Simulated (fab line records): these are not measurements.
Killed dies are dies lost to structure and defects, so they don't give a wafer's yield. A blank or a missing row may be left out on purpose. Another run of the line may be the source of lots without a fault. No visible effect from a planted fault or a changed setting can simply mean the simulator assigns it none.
Matching of chambers	flow nand_harc	NHARC_A_STAIRCASE_TRIM_20 on rie_diel-11: 4 sister chambers
The step chemistry O2, time 211.2 s. 4 wafers are shown with their chamber, then 10 later ones without.

WAFERS, EACH WITH ITS CHAMBER
wafer	chamber	drypump_motor_current_A (A)
L088.6	2	5.3
L092.1	0	6.1
L093.1	3	5.5
L093.2	1	5.8

WAFERS WHOSE CHAMBER IS MISSING
wafer	drypump_motor_current_A (A)
L093.3	5.4
L093.4	6.1
L093.5	5.4
L093.6	5.5
L094.1	5.8
L094.2	5.4
L094.6	5.8
L097.1	5.8
L097.2	5.4
L097.4	6.1

WHICH CHAMBER EACH ONE RAN IN
wafer	from the rows above	in truth
L093.3	can't be placed: 3 or 2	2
L093.4	0	0
L093.5	can't be placed: 3 or 2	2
L093.6	3	3
L094.1	1	1
L094.2	can't be placed: 3 or 2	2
L094.6	1	1
L097.1	1	1
L097.2	can't be placed: 3 or 2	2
L097.4	0	0
Placed correctly: 6 of 10. Not placeable from these rows: 4 (in 4, the candidates include the true chamber). 0 placed wrongly.
How it was worked out, from the rows above alone: a wafer's distance from a chamber is the root of the sum, over the readings, of the square of ((its reading less the chamber's mean) divided by the reading's scatter). The wafer belongs to the nearest chamber; if the next one is less than 2 further off, it can't be placed. For every chamber, the mean is computed from those of its wafers that are shown. The scatter: root of mean squared gap, hidden wafer to nearest shown wafer, with one shown wafer a chamber.
